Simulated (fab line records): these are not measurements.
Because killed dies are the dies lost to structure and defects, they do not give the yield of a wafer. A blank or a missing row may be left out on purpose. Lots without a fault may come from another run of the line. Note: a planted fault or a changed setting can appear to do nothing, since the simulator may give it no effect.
Matching of chambers -- flow n5 finfet -- N5_BEOL_M11_ALD_74 on ald metal-04: 4 sister chambers
The step deposits TaN, target thk 2 nm, pulse time 2 s, purge time 3 s. 14 wafers are shown with their chamber, then 7 later ones without.

== WAFERS WITH THEIR CHAMBER ==
wafer,chamber,heater power w (W),chamber pressure Torr (Torr),precursor vessel temp c (C)
L074.2,1,443,2.985,74.92
L074.4,2,474,3.003,74.94
L074.5,2,459,3.001,74.87
L083.1,1,439,2.987,75.08
L083.2,3,428,3.004,75.02
L083.3,2,460,2.997,74.88
L084.1,3,424,3.002,75.03
L084.3,0,379,3.004,75.31
L084.6,2,466,3.005,75.08
L088.2,3,425,2.996,75.06
L088.3,2,468,2.992,75.05
L088.6,0,387,3.008,75.02
L091.1,1,440,3.001,74.93
L091.3,0,386,3.005,74.94

SIGNATURES, as means of the wafers listed above
reading,chamber 0,chamber 1,chamber 2,chamber 3,scatter within a chamber
heater power w,384.00,440.67,465.40,425.67,4.54
chamber pressure Torr,3.00567,2.99100,2.99960,3.00067,0.0055
precursor vessel temp c,75.0900,74.9767,74.9640,75.0367,0.114
Rule: a wafer lies at a distance from a chamber equal to the root of the sum of squares, over the readings, of (its reading less the chamber's mean, divided by the reading's scatter). The wafer belongs to the nearest chamber; if the next one is less than 2 further off, it can't be placed. The scatter: take each reading less its chamber's mean, square it, sum over the shown wafers, divide by the number of wafers less the number of chambers, and take the root.

== WAFERS WHOSE CHAMBER IS MISSING ==
wafer,heater power w (W),chamber pressure Torr (Torr),precursor vessel temp c (C)
L091.4,432,2.999,75.10
L093.1,464,2.995,74.85
L093.4,444,3.007,74.99
L093.5,425,2.991,75.12
L095.1,422,3.001,74.92
L095.3,475,3.012,75.15
L095.4,425,2.999,74.98

== THE CHAMBER EACH PASSED THROUGH ==
wafer,from the rows above,in truth
L091.4,can't be placed: 3 or 1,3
L093.1,2,2
L093.4,can't be placed: 1 or 3 or 2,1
L093.5,can't be placed: 3 or 1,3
L095.1,3,3
L095.3,2,2
L095.4,3,3
4 of 7 placed correctly. From these rows, 3 cannot be placed; in 3 the true chamber is one of the candidates. Wrongly placed: 0.
